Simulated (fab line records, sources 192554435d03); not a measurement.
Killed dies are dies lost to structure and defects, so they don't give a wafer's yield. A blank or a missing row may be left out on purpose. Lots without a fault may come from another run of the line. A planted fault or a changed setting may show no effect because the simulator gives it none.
Chamber matching | flow n5_finfet | N5_BEOL_M5_CO_CAP_78 on cvd_co-02: 3 sister chambers
The step material Co, precursor CCTBA/H2, target thk 2 nm, time 102.1 s. 16 wafers are shown with their chamber, then 8 later ones without.

WAFERS WITH THEIR CHAMBER
wafer  | chamber | heater_power_w (W) | susceptor_temp_C (C)
L410.1 | 0       | 296                | 200.22
L410.2 | 1       | 210                | 199.99
L410.5 | 1       | 210                | 199.87
L417.3 | 2       | 221                | 200.17
L417.4 | 1       | 209                | 199.82
L417.5 | 0       | 302                | 200.30
L419.2 | 1       | 205                | 199.96
L419.4 | 1       | 200                | 199.98
L419.6 | 2       | 228                | 200.17
L421.1 | 1       | 209                | 199.80
L421.5 | 0       | 301                | 199.71
L421.6 | 1       | 207                | 199.95
L425.1 | 1       | 206                | 199.94
L425.3 | 0       | 299                | 200.39
L425.4 | 2       | 227                | 199.97
L427.1 | 0       | 302                | 199.85

SIGNATURES (means of the wafers above)
reading          | chamber 0 | chamber 1 | chamber 2 | scatter within a chamber
heater_power_w   | 300.00    | 207.00    | 225.33    | 3.22
susceptor_temp_C | 200.0940  | 199.9137  | 200.1033  | 0.179
Rule: a wafer's distance from a chamber is the root of the sum, over the readings, of the square of ((its reading less the chamber's mean) divided by the reading's scatter). The wafer belongs to the nearest chamber; if the next one is less than 2 further off, it can't be placed. The scatter: the root of (the sum of the squares of (reading less its chamber's mean) over the shown wafers, divided by (wafers less chambers)).

WAFERS WITHOUT THEIR CHAMBER
wafer  | heater_power_w (W) | susceptor_temp_C (C)
L427.4 | 223                | 200.20
L427.5 | 202                | 200.23
L430.1 | 305                | 199.99
L430.2 | 227                | 200.19
L430.6 | 306                | 200.04
L433.1 | 313                | 200.13
L433.2 | 210                | 200.17
L433.3 | 226                | 200.06

WHICH CHAMBER EACH WENT THROUGH
wafer  | from the rows above | in truth
L427.4 | 2                   | 2
L427.5 | 1                   | 1
L430.1 | 0                   | 0
L430.2 | 2                   | 2
L430.6 | 0                   | 0
L433.1 | 0                   | 0
L433.2 | 1                   | 1
L433.3 | 2                   | 2
Placed correctly: 8 of 8. Can't be placed from these rows: 0. Placed wrongly: 0.
